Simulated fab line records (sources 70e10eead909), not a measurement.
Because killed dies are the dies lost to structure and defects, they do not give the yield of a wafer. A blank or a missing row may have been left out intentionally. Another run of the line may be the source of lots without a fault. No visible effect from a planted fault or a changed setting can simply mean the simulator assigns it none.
Chamber matching :: flow nandHarc :: 4 sister chambers for NHARC_P_GATE_DESCUM_31 on rieDiel-09
The step chemistry O2, time 3 s. 4 wafers are shown with their chamber, then 8 later ones without.

== EACH WAFER AND ITS CHAMBER ==
wafer: L077.6
chamber: 3
showerheadPlenumPTorr (Torr): 1.79

wafer: L085.2
chamber: 0
showerheadPlenumPTorr (Torr): 1.89

wafer: L086.6
chamber: 1
showerheadPlenumPTorr (Torr): 2.02

wafer: L093.2
chamber: 2
showerheadPlenumPTorr (Torr): 1.79

== WAFERS WITH NO CHAMBER GIVEN ==
wafer: L093.3
showerheadPlenumPTorr (Torr): 1.78

wafer: L093.4
showerheadPlenumPTorr (Torr): 2.02

wafer: L093.1
showerheadPlenumPTorr (Torr): 1.89

wafer: L093.5
showerheadPlenumPTorr (Torr): 2.02

wafer: L093.6
showerheadPlenumPTorr (Torr): 1.79

wafer: L095.1
showerheadPlenumPTorr (Torr): 1.89

wafer: L095.4
showerheadPlenumPTorr (Torr): 1.79

wafer: L095.5
showerheadPlenumPTorr (Torr): 2.02

== THE CHAMBER EACH PASSED THROUGH ==
wafer: L093.3
from the rows above: can't be placed: 2 or 3
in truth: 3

wafer: L093.4
from the rows above: 1
in truth: 1

wafer: L093.1
from the rows above: 0
in truth: 0

wafer: L093.5
from the rows above: 1
in truth: 1

wafer: L093.6
from the rows above: can't be placed: 2 or 3
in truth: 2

wafer: L095.1
from the rows above: 0
in truth: 0

wafer: L095.4
from the rows above: can't be placed: 2 or 3
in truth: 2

wafer: L095.5
from the rows above: 1
in truth: 1
5 of 8 placed correctly. From these rows, 3 cannot be placed; in 3 the true chamber is one of the candidates. Placed wrongly: 0.
How it was worked out, from the rows above alone: a wafer's distance from a chamber is the root of the sum, over the readings, of the square of ((its reading less the chamber's mean) divided by the reading's scatter). The wafer belongs to the nearest chamber; if the next one is less than 2 further off, it can't be placed. The mean given for a chamber averages the wafers shown for that chamber. The scatter (one wafer shown for each chamber): square how far every hidden wafer sits from the nearest shown wafer, average those squares and take the square root.
